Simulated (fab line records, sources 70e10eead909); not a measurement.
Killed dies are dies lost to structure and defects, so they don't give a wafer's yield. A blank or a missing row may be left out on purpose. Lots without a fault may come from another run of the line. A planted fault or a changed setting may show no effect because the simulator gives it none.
Chamber matching | flow nand_harc | NHARC_P_ZERO_WELL_DESCUM_13 on rie_diel-06: 4 sister chambers
The step chemistry O2, time 3 s. 8 wafers are shown with their chamber, then 7 later ones without.

WAFERS WITH THEIR CHAMBER
wafer  | chamber | drypump_motor_current_A (A) | oes_product_au (a.u.)
L084.1 | 1       | 6.0                         | 0.999
L084.6 | 0       | 6.4                         | 0.986
L087.3 | 1       | 5.9                         | 0.980
L087.5 | 3       | 6.0                         | 0.979
L089.2 | 0       | 6.4                         | 0.989
L089.5 | 2       | 5.6                         | 1.001
L092.2 | 3       | 6.0                         | 0.979
L092.3 | 2       | 5.6                         | 0.997

WAFERS WITHOUT THEIR CHAMBER
wafer  | drypump_motor_current_A (A) | oes_product_au (a.u.)
L092.5 | 6.0                         | 0.975
L095.1 | 6.4                         | 0.978
L095.2 | 5.9                         | 0.987
L095.4 | 6.0                         | 0.978
L096.3 | 5.6                         | 0.998
L096.5 | 5.6                         | 0.995
L096.6 | 6.0                         | 0.974

WHICH CHAMBER EACH WENT THROUGH
wafer  | from the rows above     | in truth
L092.5 | can't be placed: 3 or 1 | 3
L095.1 | 0                       | 0
L095.2 | can't be placed: 1 or 3 | 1
L095.4 | 3                       | 3
L096.3 | 2                       | 2
L096.5 | 2                       | 2
L096.6 | can't be placed: 3 or 1 | 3
Placed correctly: 4 of 7. Can't be placed from these rows: 3 (the true chamber is among the candidates in 3). Placed wrongly: 0.
How it was worked out, from the rows above alone: a wafer's distance from a chamber is the root of the sum, over the readings, of the square of ((its reading less the chamber's mean) divided by the reading's scatter). The wafer belongs to the nearest chamber; if the next one is less than 2 further off, it can't be placed. A chamber's mean is the mean of its shown wafers. The scatter: the root of (the sum of the squares of (reading less its chamber's mean) over the shown wafers, divided by (wafers less chambers)).
